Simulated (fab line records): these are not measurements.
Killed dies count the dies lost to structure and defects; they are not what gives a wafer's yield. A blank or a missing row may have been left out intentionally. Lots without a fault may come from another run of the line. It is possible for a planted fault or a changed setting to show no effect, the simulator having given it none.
Matching of chambers ; flow nandHarc ; 3 sister chambers for NHARC_P_BONDPAD_DEP_00 on pecvd-03
The step deposits SiCN, target thk 250 nm. 36 wafers are shown with their chamber, then 12 later ones without.

## WAFERS PAIRED WITH THEIR CHAMBERS
wafer;chamber;heaterPowerW (W)
L077.2;1;744
L077.4;2;621
L077.6;0;478
L078.3;1;690
L078.4;2;625
L078.5;1;700
L081.2;0;508
L081.4;0;505
L081.6;2;602
L084.3;0;462
L084.4;0;474
L084.6;1;748
L085.2;0;534
L085.3;1;761
L085.5;2;529
L086.1;0;540
L086.2;2;597
L086.3;1;752
L086.4;1;758
L086.5;0;540
L086.6;2;600
L087.1;1;744
L087.2;2;560
L087.5;2;585
L087.3;0;498
L087.4;0;505
L087.6;1;757
L088.2;0;528
L088.3;2;517
L088.6;0;520
L091.1;2;574
L091.2;0;476
L091.6;0;500
L091.3;1;718
L091.4;2;590
L091.5;1;726

SIGNATURES, as means of the wafers listed above
reading;chamber 0;chamber 1;chamber 2;scatter within a chamber
heaterPowerW;504.86;736.18;581.82;28.3
Rule: for a wafer and a chamber, the distance is found by dividing, reading by reading, the gap between the wafer's reading and the chamber's mean by the reading's scatter, squaring, summing and taking the root. If the next closest chamber is less than 2 further off than the closest, the wafer can't be placed; otherwise it belongs to the closest. How the scatter is found: for the shown wafers, subtract from each reading the mean of its chamber, square and add these, divide the total by (wafers less chambers), then take the root.

## WAFERS WITH NO CHAMBER GIVEN
wafer;heaterPowerW (W)
L092.3;531
L092.4;536
L092.5;630
L094.1;499
L094.3;590
L094.6;511
L096.2;666
L096.4;474
L096.5;690
L097.1;595
L097.3;550
L097.5;601

## EACH ONE'S CHAMBER
wafer;from the rows above;in truth
L092.3;can't be placed: 0 or 2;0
L092.4;can't be placed: 0 or 2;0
L092.5;2;2
L094.1;0;0
L094.3;2;2
L094.6;0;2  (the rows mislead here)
L096.2;can't be placed: 1 or 2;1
L096.4;0;0
L096.5;1;1
L097.1;2;2
L097.3;can't be placed: 2 or 0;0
L097.5;2;2
Correctly placed: 7 of 12. Can't be placed from these rows: 4 (the true chamber is among the candidates in 4). Placed wrongly: 1.
